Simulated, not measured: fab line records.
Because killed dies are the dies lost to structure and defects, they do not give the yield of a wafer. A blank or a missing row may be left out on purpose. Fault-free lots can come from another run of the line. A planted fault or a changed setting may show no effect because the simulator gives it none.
fab line records	flow nand-harc
[record] lots = 24	wafers = 72	last-day = 33
route steps=1302 shown A_CONTACT@1024
lots that met no fault: from a run of the same line without faults
start-h: hours from the record's opening day to when the first of the lot's shown wafers began	wait-h: time in hours since the lot's previous step	" unchanged from the row above	L1.1+2: one row covering several wafers at once	- no value, or no start was given	* or withheld: withheld	< > ~ a bound
route shown NAME@n: a module of which the file shows steps, and the number in the route of the first	usual: average and standard deviation across the fault-free wafers	same: alike in all rows	chamber/n: place in a boat	sites: each site's reading	_std_site: the standard deviation of these	_edge_site: outer sites' mean less inner sites'	radius-mm: how far each site lies from the wafer's centre	mask NAME#n: copy n	behind: the tool/chamber that last shaped the wafer	hold: reason for holding the lot/hours on hold/outcome of the hold	device: the transistor (n, p or np) that didn't switch	end of line: tests run on the same wafers once the route is complete	where a step has no rows: the recipe by itself	killed: count of dies lost to structure and defects at first sort (not the wafer's yield)	map: shows each die of a wafer: x if killed, . if not, _ if none is there
set.NAME: the setting the step ran with; set.NAME@STEP: the setting that earlier step ran with	model.NAME: the simulator's own value behind a step, which no gauge read
a sample of lots followed through the steps of the route, with each step as a table and each wafer as a row
services: a tool's chamber out of use, with start hour (start-h, from the record's first day; less than 0 if before it), hours out, and reason
[[steps]]
[step NHARC_A_CONTACT_ETCH_102]
[recipe] target-depth-a = 1000	overetch-a = 100	time-s = 55	ion-energy-ev = 100	cf4-flow-sccm = 80	o2-flow-sccm = 20	ar-flow-sccm = 0	rf-w = 300	bias-w = 100	chemistry = CF4/O2
[usual] drypump-motor-current-A = 5.6/0.58	oes-product-au = 1.005/0.012	rf-vpp-V = 198.1/1.4	showerhead-plenum-p-Torr = 1.35/0.054	throttle-valve-pct = 13.398/0.0095
[same] time-s = 55
lot.wafer	tool	chamber	start-h	wait-h	drypump-motor-current-A	oes-product-au	rf-hours-counter-h	rf-vpp-V	showerhead-plenum-p-Torr	throttle-valve-pct
L074.1	rie-diel-02	0	486.19	0.0	4.9	1.008	13	197.4	1.35	13.428
L074.3	"	2	"	"	5.1	0.992	15	194.4	1.23	13.400
L074.5	"	0	"	"	4.9	1.004	-	198.5	1.35	13.407
L075.4	rie-diel-13	0	504.41	0.1	5.9	1.006	50	200.2	1.41	13.402
L075.2	"	2	"	"	5.4	0.987	53	195.4	1.27	13.395
L075.3	"	3	"	"	5.9	1.006	56	200.7	1.43	13.408
L076.4	rie-diel-02	3	515.36	0.1	6.4	0.992	20	195.9	1.31	13.410
L076.1	"	0	"	"	4.9	1.005	17	198.8	1.34	13.407
L076.3	"	2	"	"	5.2	1.005	20	195.9	1.23	13.418
L077.2	rie-diel-02	2	530.01	0.1	5.2	1.009	23	196.1	1.23	13.383
L077.5	"	2	"	"	5.2	1.016	-	196.2	1.23	13.386
L077.6	"	0	"	"	4.9	1.025	-	199.2	1.34	13.394
L078.3	rie-diel-02	0	531.54	0.1	4.9	1.020	20	199.1	1.34	13.413
L078.2	"	1	"	"	5.7	1.009	18	197.1	1.33	13.407
L078.1	"	2	"	"	5.1	1.015	23	195.2	1.23	13.390
L080.4	rie-diel-01	3	547.06	0.1	5.3	1.018	55	198.6	1.34	13.398
L080.1	"	0	"	"	5.1	1.019	51	197.0	1.41	13.392
L080.6	"	2	"	"	6.5	1.007	-	196.3	1.30	13.404
L079.1	rie-diel-01	1	551.12	0.0	5.7	0.993	52	198.0	1.36	13.381
L079.4	"	3	"	"	5.3	1.007	55	199.3	1.34	13.410
L079.6	"	1	"	"	5.7	1.006	-	199.2	1.36	13.401
L082.3	rie-diel-01	3	574.99	0.1	5.3	1.004	2	198.3	1.34	13.391
L082.2	"	0	"	"	5.1	0.990	2	198.8	1.41	13.401
L082.6	"	3	"	"	5.3	0.996	-	195.8	1.34	13.384
L081.1	rie-diel-01	2	579.17	0.1	6.5	1.012	6	198.2	1.30	13.399
L081.2	"	0	"	"	5.1	0.998	4	198.9	1.41	13.391
L081.5	"	2	"	"	6.5	0.999	-	196.4	1.30	13.400
L083.3	rie-diel-02	0	596.74	0.1	4.9	1.016	4	198.4	1.34	13.394
L083.4	"	2	"	"	5.2	0.997	4	200.2	1.45	13.377
L083.5	"	0	"	"	4.9	1.016	-	198.4	1.34	13.399
L085.1	rie-diel-01	1	599.53	0.1	5.7	0.989	13	198.7	1.36	13.388
L085.2	"	3	"	"	5.3	0.997	12	198.9	1.34	13.393
L085.6	"	1	"	"	5.7	0.993	-	198.2	1.36	13.396
L084.2	rie-diel-01	2	600.37	0.1	6.5	1.003	15	198.4	1.29	13.397
L084.4	"	3	"	"	5.3	1.000	12	198.7	1.34	13.388
L084.1	"	0	"	"	5.1	0.995	10	198.9	1.41	13.403
L086.1	rie-diel-02	1	611.68	0.1	5.8	1.019	8	197.7	1.32	13.374
L086.2	"	2	"	"	5.2	1.008	7	200.3	1.44	13.416
L086.5	"	0	"	"	4.9	1.019	-	197.5	1.34	13.400
L088.3	rie-diel-01	0	631.65	0.1	5.1	0.989	21	198.2	1.40	13.403
L088.2	"	2	"	"	6.6	1.003	31	196.8	1.29	13.406
L088.1	"	3	"	"	5.3	0.995	26	196.3	1.34	13.402
L087.3	rie-diel-02	2	645.06	0.1	5.2	0.982	13	199.5	1.44	13.409
L087.5	"	3	"	"	6.4	1.011	-	198.3	1.31	13.406
L087.6	"	0	"	"	4.8	1.018	-	199.3	1.34	13.385
L090.1	rie-diel-02	2	651.19	0.1	5.2	1.003	15	200.0	1.44	13.399
L090.2	"	1	"	"	5.7	1.002	15	198.3	1.32	13.399
L090.5	"	2	"	"	5.2	0.990	-	199.8	1.44	13.402
L089.1	rie-diel-02	1	659.25	0.1	5.7	1.004	18	197.1	1.32	13.405
L089.4	"	3	"	"	6.5	1.011	13	196.8	1.31	13.418
L089.6	"	1	"	"	5.7	1.007	-	197.8	1.32	13.388
L091.2	rie-diel-02	1	674.37	0.1	5.7	0.997	22	197.0	1.32	13.402
L091.6	"	2	"	"	5.2	0.999	-	199.8	1.44	13.406
L091.5	"	3	"	"	6.5	1.007	-	198.3	1.31	13.396
L092.3	rie-diel-02	2	675.14	0.1	5.2	1.002	21	200.3	1.44	13.405
L092.1	"	3	"	"	6.5	1.026	15	195.5	1.31	13.390
L092.6	"	0	"	"	4.8	1.027	-	198.0	1.34	13.397
L093.3	rie-diel-13	3	690.40	0.1	5.8	1.004	60	199.0	1.42	13.397
L093.4	"	0	"	"	5.9	1.004	51	199.2	1.40	13.390
L093.5	"	2	"	"	5.4	0.970	-	196.8	1.26	13.395
L094.1	rie-diel-13	2	692.22	0.1	5.4	0.982	60	195.1	1.26	13.392
L094.6	"	0	"	"	5.9	0.992	-	197.7	1.40	13.400
L094.5	"	1	"	"	6.5	0.990	-	201.0	1.42	13.394
L095.3	rie-diel-02	2	703.69	0.1	5.2	1.000	28	199.8	1.44	13.403
L095.1	"	0	"	"	4.9	1.018	25	198.8	1.34	13.405
L095.2	"	1	"	"	5.7	1.015	29	199.0	1.32	13.388
L096.3	rie-diel-02	2	715.84	0.1	5.2	0.998	31	200.8	1.44	13.388
L096.4	"	1	"	"	5.8	1.012	32	196.8	1.32	13.396
L096.6	"	3	"	"	6.4	1.003	-	194.1	1.31	13.392
L097.1	rie-diel-02	1	716.16	0.1	5.7	1.002	32	196.9	1.32	13.409
L097.4	"	3	"	"	6.5	1.011	23	197.4	1.31	13.394
L097.5	"	1	"	"	5.8	1.002	-	197.8	1.32	13.406
[step NHARC_A_CONTACT_ETCH_126]
[recipe] source-w = withheld	pressure-mtorr = 20	bias-v = 3000	time-s = 197	target-depth-a = 19180	ar-flow-sccm = withheld	c4f8-flow-sccm = withheld	o2-flow-sccm = withheld	chemistry = C4F8/O2/Ar
[same] time-s = 197
lot.wafer	tool	chamber	start-h	wait-h	rf-hours-counter-h
L074.1	har-cap-etch-03	0	495.20	0.1	42
L074.3	"	1	"	"	-
L074.5	"	1	"	"	-
L075.2	har-cap-etch-03	1	514.06	0.1	45
L075.3	"	1	"	"	-
L075.4	"	0	"	"	-
L076.1	har-cap-etch-01	1	522.05	0.1	0
L076.3	"	1	"	"	-
L076.4	"	0	"	"	-
L077.2	har-cap-etch-03	0	536.92	0.1	49
L077.6	"	1	"	"	-
L077.5	"	0	"	"	-
L078.2	har-cap-etch-01	1	538.38	0.2	4
L078.1	"	0	"	"	4
L078.3	"	0	"	"	-
L080.1	har-cap-etch-02	0	556.90	0.1	93
L080.4	"	0	"	"	-
L080.6	"	1	"	"	-
L079.1	har-cap-etch-01	0	558.05	0.1	7
L079.4	"	1	"	"	-
L079.6	"	1	"	"	-
L082.2	har-cap-etch-02	1	582.15	0.1	96
L082.3	"	1	"	"	-
L082.6	"	1	"	"	-
L081.2	har-cap-etch-01	1	585.79	0.2	12
L081.1	"	0	"	"	12
L081.5	"	0	"	"	-
L083.3	har-cap-etch-01	1	604.15	0.2	-
L083.4	"	0	"	"	-
L083.5	"	1	"	"	-
L085.1	har-cap-etch-03	1	606.24	0.1	62
L085.2	"	0	"	"	62
L085.6	"	0	"	"	-
L084.2	har-cap-etch-02	1	607.08	0.1	103
L084.1	"	0	"	"	103
L084.4	"	0	"	"	-
L086.1	har-cap-etch-03	1	622.88	0.1	65
L086.2	"	0	"	"	65
L086.5	"	0	"	"	-
L088.2	har-cap-etch-03	0	638.42	0.1	66
L088.1	"	1	"	"	66
L088.3	"	0	"	"	-
L087.3	har-cap-etch-02	1	653.28	0.1	-
L087.6	"	0	"	"	-
L087.5	"	1	"	"	-
L090.1	har-cap-etch-03	0	658.22	0.1	71
L090.2	"	1	"	"	71
L090.5	"	0	"	"	-
L089.1	har-cap-etch-01	1	666.09	0.1	25
L089.4	"	0	"	"	-
L089.6	"	0	"	"	-
L091.2	har-cap-etch-02	0	681.57	0.2	116
L091.5	"	1	"	"	-
L091.6	"	0	"	"	-
L092.1	har-cap-etch-01	0	682.66	0.1	29
L092.3	"	1	"	"	-
L092.6	"	1	"	"	-
L093.3	har-cap-etch-01	1	697.16	0.1	-
L093.4	"	0	"	"	-
L093.5	"	1	"	"	-
L094.1	har-cap-etch-03	0	698.99	0.1	79
L094.5	"	1	"	"	-
L094.6	"	0	"	"	-
L095.1	har-cap-etch-02	1	710.57	0.2	122
L095.2	"	0	"	"	122
L095.3	"	1	"	"	-
L096.4	har-cap-etch-01	1	722.62	0.1	-
L096.3	"	0	"	"	-
L096.6	"	1	"	"	-
L097.1	har-cap-etch-03	0	722.94	0.1	84
L097.4	"	1	"	"	-
L097.5	"	0	"	"	-
[step NHARC_A_CONTACT_ETCH_106]
[recipe] target-depth-a = 900	overetch-a = 90	time-s = 49.5	ion-energy-ev = 100	cf4-flow-sccm = 80	o2-flow-sccm = 20	ar-flow-sccm = 0	rf-w = 300	bias-w = 100	chemistry = CF4/O2
[usual] drypump-motor-current-A = 5.6/0.57	oes-product-au = 1.004/0.012	rf-vpp-V = 198.1/1.4	showerhead-plenum-p-Torr = 1.35/0.059	throttle-valve-pct = 13.398/0.01
[same] time-s = 49.5
lot.wafer	tool	chamber	start-h	wait-h	drypump-motor-current-A	oes-product-au	rf-hours-counter-h	rf-vpp-V	showerhead-plenum-p-Torr	throttle-valve-pct
L074.1	rie-diel-02	1	497.73	0.1	5.7	1.017	12	198.0	1.33	13.381
L074.3	"	0	"	"	4.9	1.011	14	198.3	1.35	13.395
L074.5	"	2	"	"	5.2	0.992	-	195.4	1.23	13.382
L075.2	rie-diel-02	0	516.62	0.1	4.9	1.009	17	197.1	1.34	13.389
L075.3	"	1	"	"	5.7	1.008	15	197.0	1.33	13.408
L075.4	"	2	"	"	5.2	1.000	20	196.1	1.23	13.402
L076.1	rie-diel-01	2	524.93	0.0	6.5	1.001	42	197.0	1.30	13.389
L076.4	"	3	"	"	5.3	1.016	44	197.6	1.35	13.400
L076.3	"	1	"	"	5.6	1.010	41	198.6	1.36	13.390
L077.2	rie-diel-02	3	539.52	0.1	6.4	0.999	24	197.6	1.31	13.421
L077.5	"	2	"	"	5.2	1.006	-	195.7	1.23	13.387
L077.6	"	3	"	"	6.4	0.986	-	196.2	1.31	13.404
L078.2	rie-diel-02	1	540.94	0.1	5.8	1.010	20	198.3	1.33	13.396
L078.3	"	2	"	"	5.2	1.016	26	194.7	1.23	13.391
L078.1	"	3	"	"	6.4	0.996	24	197.9	1.31	13.407
L080.1	rie-diel-13	3	559.44	0.1	5.8	1.000	12	199.3	1.43	13.403
L080.4	"	0	"	"	5.9	1.008	10	198.4	1.41	13.397
L080.6	"	2	"	"	5.4	0.985	-	196.7	1.27	13.392
L079.1	rie-diel-02	2	560.55	0.1	5.2	1.023	28	194.4	1.23	13.416
L079.4	"	0	"	"	4.9	1.025	26	197.0	1.34	13.399
L079.6	"	1	"	"	5.7	1.017	-	197.3	1.32	13.412
L082.2	rie-diel-02	2	584.68	0.1	5.2	0.996	1	200.5	1.45	13.399
L082.3	"	3	"	"	6.5	1.011	1	198.3	1.31	13.395
L082.6	"	1	"	"	5.7	1.018	-	198.8	1.32	13.387
L081.1	rie-diel-02	1	588.90	0.1	5.7	1.010	1	195.6	1.32	13.392
L081.2	"	2	"	"	5.2	0.996	1	199.6	1.45	13.399
L081.5	"	0	"	"	4.9	1.012	-	197.5	1.34	13.396
L083.4	rie-diel-13	1	607.17	0.1	6.5	0.982	26	200.4	1.43	13.390
L083.3	"	3	"	"	5.8	1.017	31	199.1	1.43	13.405
L083.5	"	0	"	"	5.9	1.018	-	199.5	1.40	13.402
L085.1	rie-diel-02	2	608.93	0.0	5.2	0.994	7	200.7	1.44	13.414
L085.2	"	1	"	"	5.7	1.007	8	198.6	1.32	13.400
L085.6	"	3	"	"	6.4	1.016	-	197.0	1.31	13.388
L084.4	rie-diel-02	0	609.62	0.1	4.9	1.021	6	197.8	1.34	13.414
L084.1	"	1	"	"	5.7	1.004	8	196.6	1.32	13.401
L084.2	"	2	"	"	5.2	0.993	7	199.3	1.44	13.400
L086.2	rie-diel-02	1	625.48	0.1	5.7	1.017	10	197.8	1.32	13.410
L086.1	"	2	"	"	5.2	0.998	9	197.9	1.44	13.414
L086.5	"	1	"	"	5.7	1.020	-	197.2	1.32	13.387
L088.3	rie-diel-13	1	640.94	0.1	6.5	0.998	37	199.5	1.43	13.383
L088.2	"	2	"	"	5.4	0.985	47	197.6	1.26	13.411
L088.1	"	3	"	"	5.9	1.011	46	199.5	1.42	13.400
L087.3	rie-diel-01	0	655.74	0.1	5.1	0.984	24	199.4	1.40	13.409
L087.5	"	1	"	"	5.7	0.991	-	199.4	1.35	13.378
L087.6	"	2	"	"	6.5	1.009	-	196.7	1.29	13.404
L090.1	rie-diel-02	1	660.76	0.1	5.7	0.996	18	197.9	1.32	13.383
L090.2	"	3	"	"	6.5	1.010	13	196.5	1.31	13.402
L090.5	"	1	"	"	5.8	1.014	-	196.7	1.32	13.379
L089.4	rie-diel-02	3	668.59	0.1	6.5	1.018	14	197.2	1.31	13.408
L089.1	"	0	"	"	4.9	1.019	17	198.7	1.34	13.394
L089.6	"	1	"	"	5.7	1.005	-	198.4	1.32	13.389
L091.2	rie-diel-02	1	684.63	0.1	5.7	1.010	24	197.7	1.32	13.394
L091.6	"	3	"	"	6.5	1.017	-	197.3	1.31	13.396
L091.5	"	0	"	"	4.9	1.017	-	198.4	1.34	13.378
L092.1	rie-diel-01	1	685.34	0.1	5.7	0.995	37	198.8	1.35	13.382
L092.3	"	3	"	"	5.3	0.989	41	197.7	1.34	13.387
L092.6	"	1	"	"	5.6	0.999	-	198.2	1.35	13.387
L093.3	rie-diel-01	1	699.83	0.1	5.7	0.998	43	198.3	1.35	13.397
L093.4	"	2	"	"	6.5	1.006	48	195.9	1.29	13.399
L093.5	"	1	"	"	5.7	1.001	-	197.6	1.35	13.405
L094.1	rie-diel-02	1	701.57	0.1	5.8	1.008	29	197.9	1.32	13.407
L094.5	"	2	"	"	5.2	0.988	-	199.7	1.44	13.395
L094.6	"	0	"	"	4.9	1.024	-	196.4	1.34	13.390
L095.2	rie-diel-02	1	713.10	0.1	5.7	1.008	32	197.5	1.32	13.403
L095.1	"	2	"	"	5.2	0.996	31	200.1	1.44	13.398
L095.3	"	3	"	"	6.4	1.011	23	197.6	1.31	13.387
L096.3	rie-diel-13	0	725.09	0.1	5.9	0.995	6	198.9	1.39	13.385
L096.4	"	2	"	"	5.4	0.966	6	196.1	1.26	13.400
L096.6	"	0	"	"	5.9	1.001	-	198.2	1.39	13.393
L097.1	rie-diel-13	1	725.61	0.0	6.5	0.993	6	200.6	1.42	13.399
L097.4	"	3	"	"	5.9	0.998	6	197.5	1.42	13.410
L097.5	"	1	"	"	6.5	0.990	-	199.9	1.42	13.394
[step NHARC_A_CONTACT_DEP_84]
[recipe] target-thk-a = 28000	temp-c = 400	material = aC
[usual] throttle-valve-pct = 35.001/0.0087
lot.wafer	tool	chamber	start-h	wait-h	throttle-valve-pct
L074.1	acl-dep-03	0	498.84	-	35.002
L074.3	"	0	"	"	34.996
L074.5	"	0	"	"	34.997
L075.2	acl-dep-03	0	519.13	-	34.996
L075.3	"	0	"	"	35.002
L075.4	"	0	"	"	34.987
L076.1	acl-dep-02	0	525.62	-	34.998
L076.3	"	0	"	"	34.995
L076.4	"	0	"	"	35.003
L077.2	acl-dep-01	0	540.46	-	35.009
L077.5	"	0	"	"	34.995
L077.6	"	0	"	"	34.992
L078.1	acl-dep-02	0	541.84	-	35.007
L078.2	"	0	"	"	35.004
L078.3	"	0	"	"	35.009
L080.1	acl-dep-02	0	562.43	-	34.980
L080.4	"	0	"	"	34.995
L080.6	"	0	"	"	35.007
L079.1	acl-dep-02	0	564.15	-	34.988
L079.4	"	0	"	"	35.025
L079.6	"	0	"	"	34.999
L082.2	acl-dep-01	0	585.63	-	34.996
L082.3	"	0	"	"	35.004
L082.6	"	0	"	"	35.001
L081.1	acl-dep-03	0	590.31	-	35.015
L081.2	"	0	"	"	35.011
L081.5	"	0	"	"	34.998
L083.3	acl-dep-03	0	609.80	-	35.000
L083.4	"	0	"	"	35.007
L083.5	"	0	"	"	35.002
L085.1	acl-dep-03	0	612.79	-	34.993
L085.2	"	0	"	"	35.005
L085.6	"	0	614.22	-	34.994
L084.1	acl-dep-01	0	613.58	-	35.007
L084.2	"	0	"	"	34.993
L084.4	"	0	"	"	35.010
L086.1	acl-dep-01	0	626.22	-	34.987
L086.2	"	0	"	"	35.008
L086.5	"	0	"	"	35.013
L088.1	acl-dep-03	0	641.64	-	35.003
L088.2	"	0	"	"	35.014
L088.3	"	0	"	"	35.018
L087.3	acl-dep-03	0	656.96	-	35.002
L087.5	"	0	"	"	34.996
L087.6	"	0	"	"	34.996
L090.1	acl-dep-02	0	662.96	-	35.003
L090.2	"	0	"	"	34.992
L090.5	"	0	"	"	35.002
L089.1	acl-dep-01	0	673.66	-	34.998
L089.4	"	0	"	"	35.004
L089.6	"	0	"	"	34.991
L092.1	acl-dep-03	0	686.00	-	35.004
L092.3	"	0	"	"	34.988
L092.6	"	0	"	"	35.004
L091.2	acl-dep-02	0	686.15	-	34.996
L091.5	"	0	"	"	34.982
L091.6	"	0	"	"	34.999
L093.3	acl-dep-03	0	702.38	-	35.016
L093.4	"	0	"	"	35.003
L093.5	"	0	"	"	34.995
L094.1	acl-dep-03	0	703.52	-	35.014
L094.5	"	0	704.66	-	35.004
L094.6	"	0	"	"	34.997
L095.1	acl-dep-02	0	714.29	-	34.985
L095.2	"	0	"	"	35.011
L095.3	"	0	"	"	35.016
L097.1	acl-dep-02	0	726.53	-	35.007
L097.4	"	0	"	"	35.002
L097.5	"	0	"	"	34.997
L096.3	acl-dep-01	0	726.74	-	34.999
L096.4	"	0	"	"	35.003
L096.6	"	0	"	"	34.995
[step NHARC_A_CONTACT_DEP_85]
[recipe] target-thk-a = 600	target-thk-nm = 60	temp-c = 400	pressure-torr = 3.5	flow-sccm = 200	rf-w = 350	material = SiON
[usual] chamber-pressure-Torr = 3.499/0.0073	heater-power-w = 781/82
lot.wafer	tool	chamber	start-h	wait-h	chamber-pressure-Torr	heater-power-w
L074.1	pecvd-03	2	500.70	1.6	3.514	941
L074.3	"	0	"	"	3.498	835
L074.5	"	2	"	"	3.500	929
L075.3	pecvd-01	2	520.58	0.9	3.491	844
L075.2	"	0	"	"	3.507	851
L075.4	"	0	"	"	3.500	874
L076.3	pecvd-04	2	527.37	0.9	3.500	695
L076.1	"	1	"	"	3.498	627
L076.4	"	2	"	"	3.496	672
L077.2	pecvd-03	0	542.06	1.3	3.498	900
L077.5	"	2	"	"	3.496	791
L077.6	"	1	"	"	3.496	797
L078.1	pecvd-01	1	543.59	1.5	3.493	857
L078.3	"	2	"	"	3.499	826
L078.2	"	0	"	"	3.506	770
L080.1	pecvd-01	2	564.20	1.5	3.502	808
L080.6	"	2	"	"	3.503	769
L080.4	"	0	"	"	3.503	860
L079.1	pecvd-03	1	565.90	1.5	3.488	690
L079.6	"	1	"	"	3.498	686
L079.4	"	2	"	"	3.485	909
L082.2	pecvd-03	2	587.11	1.2	3.503	921
L082.3	"	0	"	"	3.494	761
L082.6	"	2	"	"	3.494	945
L081.2	pecvd-03	0	592.02	1.2	3.498	916
L081.1	"	2	"	"	3.495	903
L081.5	"	2	"	"	3.482	901
L083.3	pecvd-03	2	610.97	0.9	3.495	876
L083.5	"	0	"	"	3.488	792
L083.4	"	1	"	"	3.496	699
L085.1	pecvd-01	1	614.53	1.5	3.496	773
L085.2	"	2	"	"	3.496	782
L085.6	"	1	"	"	3.503	775
L084.1	pecvd-01	1	615.34	1.5	3.498	834
L084.2	"	2	"	"	3.507	708
L084.4	"	1	"	"	3.499	827
L086.1	pecvd-03	1	627.96	1.5	3.490	744
L086.2	"	2	"	"	3.507	917
L086.5	"	2	"	"	3.512	752
L088.2	pecvd-01	0	643.37	1.2	3.487	795
L088.1	"	1	"	"	3.501	753
L088.3	"	0	"	"	3.500	801
L087.3	pecvd-03	1	658.15	0.9	3.506	810
L087.5	"	1	"	"	3.503	797
L087.6	"	2	"	"	3.502	849
L090.2	pecvd-04	1	664.72	1.2	3.504	646
L090.1	"	0	"	"	3.500	686
L090.5	"	1	"	"	3.501	660
L089.1	pecvd-04	0	675.45	1.5	3.509	748
L089.6	"	1	"	"	3.499	544
L089.4	"	0	"	"	3.503	728
L091.2	pecvd-01	1	687.58	1.2	3.497	816
L091.6	"	2	"	"	3.491	795
L091.5	"	0	"	"	3.502	710
L092.3	pecvd-03	1	687.78	0.9	3.501	738
L092.1	"	2	"	"	3.508	816
L092.6	"	2	"	"	3.488	819
L093.3	pecvd-04	1	703.60	0.9	3.498	611
L093.5	"	2	"	"	3.501	696
L093.4	"	0	"	"	3.505	751
L094.1	pecvd-03	1	705.26	1.5	3.505	703
L094.5	"	1	"	"	3.499	709
L094.6	"	2	"	"	3.495	896
L095.2	pecvd-03	1	716.02	1.2	3.493	768
L095.1	"	2	"	"	3.493	860
L095.3	"	2	"	"	3.498	894
L096.3	pecvd-03	0	727.98	0.9	3.506	824
L096.4	"	2	"	"	3.508	939
L096.6	"	0	"	"	3.491	826
L097.1	pecvd-03	0	728.32	1.5	3.505	882
L097.5	"	0	"	"	3.505	862
L097.4	"	1	"	"	3.486	760
[step NHARC_A_CONTACT_ETCH_136]
[recipe] source-w = withheld	pressure-mtorr = 20	bias-v = 1200	time-s = 311	target-depth-a = 19120	ar-flow-sccm = withheld	c4f8-flow-sccm = withheld	o2-flow-sccm = withheld	chemistry = C4F8/O2/Ar
[same] time-s = 311
lot.wafer	tool	chamber	start-h	wait-h	rf-hours-counter-h
L074.1	har-cap-etch-03	0	503.07	0.2	44
L074.3	"	1	"	"	-
L074.5	"	0	"	"	-
L075.2	har-cap-etch-02	0	523.00	0.2	88
L075.4	"	1	"	"	-
L075.3	"	0	"	"	-
L076.1	har-cap-etch-02	0	529.78	0.2	90
L076.4	"	1	"	"	-
L076.3	"	0	"	"	-
L077.2	har-cap-etch-03	1	544.41	0.2	51
L077.6	"	1	"	"	-
L077.5	"	0	"	"	-
L078.1	har-cap-etch-01	1	545.97	0.2	6
L078.2	"	0	"	"	6
L078.3	"	1	"	"	-
L080.1	har-cap-etch-03	1	566.76	0.2	54
L080.4	"	1	"	"	-
L080.6	"	0	"	"	-
L079.1	har-cap-etch-02	0	568.44	0.2	95
L079.4	"	1	"	"	-
L079.6	"	0	"	"	-
L082.2	har-cap-etch-03	1	589.48	0.2	58
L082.3	"	1	"	"	-
L082.6	"	1	"	"	-
L081.2	har-cap-etch-01	0	594.69	0.3	13
L081.1	"	1	"	"	13
L081.5	"	1	"	"	-
L083.4	har-cap-etch-03	1	613.58	0.2	-
L083.3	"	0	"	"	-
L083.5	"	0	"	"	-
L085.2	har-cap-etch-02	1	617.12	0.2	105
L085.1	"	0	"	"	105
L085.6	"	1	"	"	-
L084.1	har-cap-etch-01	0	617.94	0.2	19
L084.2	"	1	"	"	19
L084.4	"	1	"	"	-
L086.1	har-cap-etch-01	1	630.53	0.2	20
L086.2	"	0	"	"	20
L086.5	"	1	"	"	-
L088.1	har-cap-etch-01	0	646.15	0.2	21
L088.2	"	1	"	"	21
L088.3	"	0	"	"	-
L087.3	har-cap-etch-02	0	661.05	0.2	-
L087.6	"	0	"	"	-
L087.5	"	1	"	"	-
L090.2	har-cap-etch-03	0	667.24	0.2	72
L090.1	"	1	"	"	72
L090.5	"	1	"	"	-
L089.1	har-cap-etch-03	0	677.90	0.2	74
L089.4	"	0	"	"	-
L089.6	"	1	"	"	-
L091.2	har-cap-etch-01	0	690.08	0.2	31
L091.6	"	1	"	"	-
L091.5	"	0	"	"	-
L092.1	har-cap-etch-03	1	690.28	0.2	77
L092.3	"	1	"	"	-
L092.6	"	0	"	"	-
L093.4	har-cap-etch-01	1	706.45	0.2	-
L093.3	"	0	"	"	-
L093.5	"	0	"	"	-
L094.1	har-cap-etch-03	0	707.98	0.2	80
L094.6	"	1	"	"	-
L094.5	"	0	"	"	-
L095.1	har-cap-etch-02	1	718.48	0.2	124
L095.2	"	0	"	"	124
L095.3	"	0	"	"	-
L096.4	har-cap-etch-01	1	730.40	0.2	-
L096.3	"	0	"	"	-
L096.6	"	1	"	"	-
L097.1	har-cap-etch-03	0	730.88	0.3	86
L097.4	"	0	"	"	-
L097.5	"	1	"	"	-
[[services]]
tool	chamber	start-h	hours	kind
acl-dep-03	-	478.85	13.0	pm
rie-diel-02	1	480.12	4.6	repair
rie-diel-02	1	487.23	6.2	repair
har-cap-etch-01	-	497.00	17.0	pm
rie-diel-02	3	524.81	10.6	repair
har-cap-etch-01	-	541.82	0.2	repair
rie-diel-13	3	543.83	9.8	repair
rie-diel-02	2	547.21	2.3	repair
pecvd-03	-	547.37	13.0	pm
rie-diel-01	-	559.24	9.0	pm
rie-diel-02	-	570.71	9.0	pm
rie-diel-02	-	599.33	2.7	repair
acl-dep-02	-	607.69	13.0	pm
rie-diel-13	2	615.96	3.5	repair
rie-diel-01	1	618.38	3.1	repair
rie-diel-02	3	624.85	8.1	repair
rie-diel-01	0	644.13	5.0	repair
rie-diel-01	-	644.34	1.1	repair
acl-dep-03	-	659.85	13.0	pm
rie-diel-01	-	688.31	0.2	repair
rie-diel-13	-	696.07	9.0	pm
rie-diel-02	3	699.41	8.9	repair
rie-diel-01	1	719.15	9.2	repair
pecvd-03	-	728.46	13.0	pm
[[key]]
fault none
